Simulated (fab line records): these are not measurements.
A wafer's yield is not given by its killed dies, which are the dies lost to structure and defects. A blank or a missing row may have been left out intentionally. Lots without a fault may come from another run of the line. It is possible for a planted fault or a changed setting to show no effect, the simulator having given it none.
A lot that was struck, set against a sound lot ; flow n5 finfet ; 25 out of 1938 route steps
Sound: wafers L596.2, L596.4, L596.5. Struck: wafers L602.1, L602.2, L602.6. Last of all comes the cause.
Per side, at each step with rows, come the tool, then ch with its chambers, and then its first start. Under that, the readings that differ: sound wafers ; struck wafers ; difference of the means ; sigmas: that difference in standard deviations of wafers without a fault.
alike: readings whose means differ by less than 2 such deviations, and words and numbers that are the same on both sides. not compared: withheld readings, readings that some wafer has no value for, bounds like >300 that may hide the same value, and numbers for which the record gives no deviation and whose values overlap.
A row with sigmas, a row that says differs or no value, or rows on one side alone: a step with any of these is where the two part. Numbers that don't overlap but have no deviation are shown without sigmas and don't part them. A reading missing from all wafers of one side parts the sides only when that side holds two or more wafers.

first, 10 steps without rows for these wafers: N5_SD_EPI_N_PRECLEAN_24 (cleans in O3/DIW, time 60 s); N5_SD_EPI_N_SRD_25 (time 30 s); N5_SD_EPI_N_PRECLEAN_49 (cleans in NF3:NH3, afs cycles 1, time 20 s, sublimation time 60 s); N5_SD_EPI_N_LINER_46 (material SiNx, target thk 3 nm); N5_SD_EPI_P_COAT_34 (time 60 s, resist thk 350 nm); N5_SD_EPI_P_COAT_35 (time 60 s, resist thk 35 nm); N5_SD_EPI_P_COAT_03 (resist thk 150 nm); N5_SD_EPI_P_EBR_05; N5_SD_EPI_P_SOFTBAKE_04 (time 60 s); N5_SD_EPI_P_EXPOSE_06 (exposes mask SD P BLK, target cd 240 nm).
N5_SD_EPI_P_PEB_07: peb time 60 s.
  sound on litho track-02 ch 0, day 6 04:20; struck on litho track-02 ch 0, day 7 11:37
reading;sound;struck;difference;sigmas
heater power total W (W);176.4 173.6 173.9;232.0 239.0 234.1;+60.4;+36
then, 1 step without rows for these wafers: N5_SD_EPI_P_DEVELOP_08 (develop time 30 s).
N5_SD_EPI_P_CD_MEAS_09: target cd 240 nm.
  sound on cd sem-01 ch 0, day 6 04:24; struck on cd sem-03 ch 0, day 7 11:41
reading;sound;struck;difference;sigmas
cd nm (nm);239.8 240.6 241.4;222.0 222.0 221.9;-18.6;-22
N5_SD_EPI_P_DESCUM_14: chemistry O2, time 7.9 s.
  sound on rie diel-04 ch 0,2, day 6 04:29; struck on rie diel-01 ch 0,2,3, day 7 11:58
reading;sound;struck;difference;sigmas
model.SD_EPI_P.cd nm (nm);239.8 240.4 241.4;222.4 222.2 222;-18.3;
  alike: bias power w, drypump motor current A, oes product au, rf vpp V, showerhead plenum p Torr, throttle valve pct
  not compared: rf hours counter h
then, 7 steps without rows for these wafers: N5_SD_EPI_P_ETCH_36 (etches SiARC in CF4, target depth 45.5 nm, time 75.8 s); N5_SD_EPI_P_ETCH_37 (etches SOC in N2/H2, overetch 108 nm, time 486 s); N5_SD_EPI_P_STRIP_38 (strips in N2/H2); N5_SD_EPI_P_ETCHBACK_46 (etches SiNx in CH3F/O2, stops on SiO2, target depth 17.5 nm); N5_SD_EPI_P_ETCH_47 (etches SiOCN in CH3F/O2, target depth 25 nm); N5_SD_EPI_P_ETCH_16 (etches SiO2 in CHF3/O2, target depth 5 nm); N5_SD_EPI_P_STRIP_50 (strips in CHF3/O2).
N5_SD_EPI_P_SD_RECESS_17: chemistry HBr/Cl2/O2, target depth 39.1 nm, bt time 3 s.
  sound on rie si-04 ch 0,3, day 6 05:11; struck on rie si-04 ch 1,2, day 7 12:39
reading;sound;struck;difference;sigmas
model.SD_EPI_P.cd nm (nm);238.4 237.8 239.2;221.8 222.2 222.8;-16.2;
  alike: drypump motor current A, oes product au, throttle valve pct
  not compared: rf hours counter h
then, 1 step without rows for these wafers: N5_SD_EPI_P_WET_ETCH_45 (etches SiO2 in dHF, time 10.7 s, target depth 2 nm, rinse time 30 s).
-- record jumps: 6 days separate the struck wafers' starts on either side; left off in module SD_EPI_P, taken up again in module BEOL_M4, whose first shown step is the route's number 1111 --
N5_BEOL_M4_RC_MEAS_101:
  sound on prober-02 ch 0, day 12 23:09; struck on prober-01 ch 0, day 13 20:25
reading;sound;struck;difference;sigmas
DIBL_N (mV/V);33.6 34.8 35.6;37.5 37.8 40.3;+3.9;+2
IOFF_N (nA/um);0.12 0.15 0.15;0.18 0.19 0.25;+0.07;+2
SS_N (mV/dec);70.6 71.1 71.6;72.7 71.9 72.7;+1.3;+2
  alike: DIBL_P, IOFF_P, ION_N, ION_P, SS_P, VT_N, VT_P
-- the record jumps here: 4 days lie between the struck wafers' starts before and after (it left off in module BEOL_M4 and takes up again in module PASSIVATION, whose first step shown is number 1936 of the route) --
N5_PASSIVATION_PROBE_49:
  struck on prober-01, day 18 06:42; sound on prober-01, day 17 12:55
  alike: defect limited yield, killed_at_M0_to_M3, killed_at_M4_up, killed at contacts, killed at front end, killed at other, killed dies, killed open, killed short, sort_bin_5_function, sort_bin_6_memory, sort n pass, sort yield pct

== WHERE THEY PART ==
At N5_SD_EPI_P_PEB_07 first; at N5_BEOL_M4_RC_MEAS_101 last (within this record only). Later steps at which nothing parts them and some readings are alike: N5_PASSIVATION_PROBE_49.

WHY: what the simulator had put in
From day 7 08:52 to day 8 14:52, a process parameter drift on litho track-02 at N5_SD_EPI_P_PEB_07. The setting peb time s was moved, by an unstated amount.
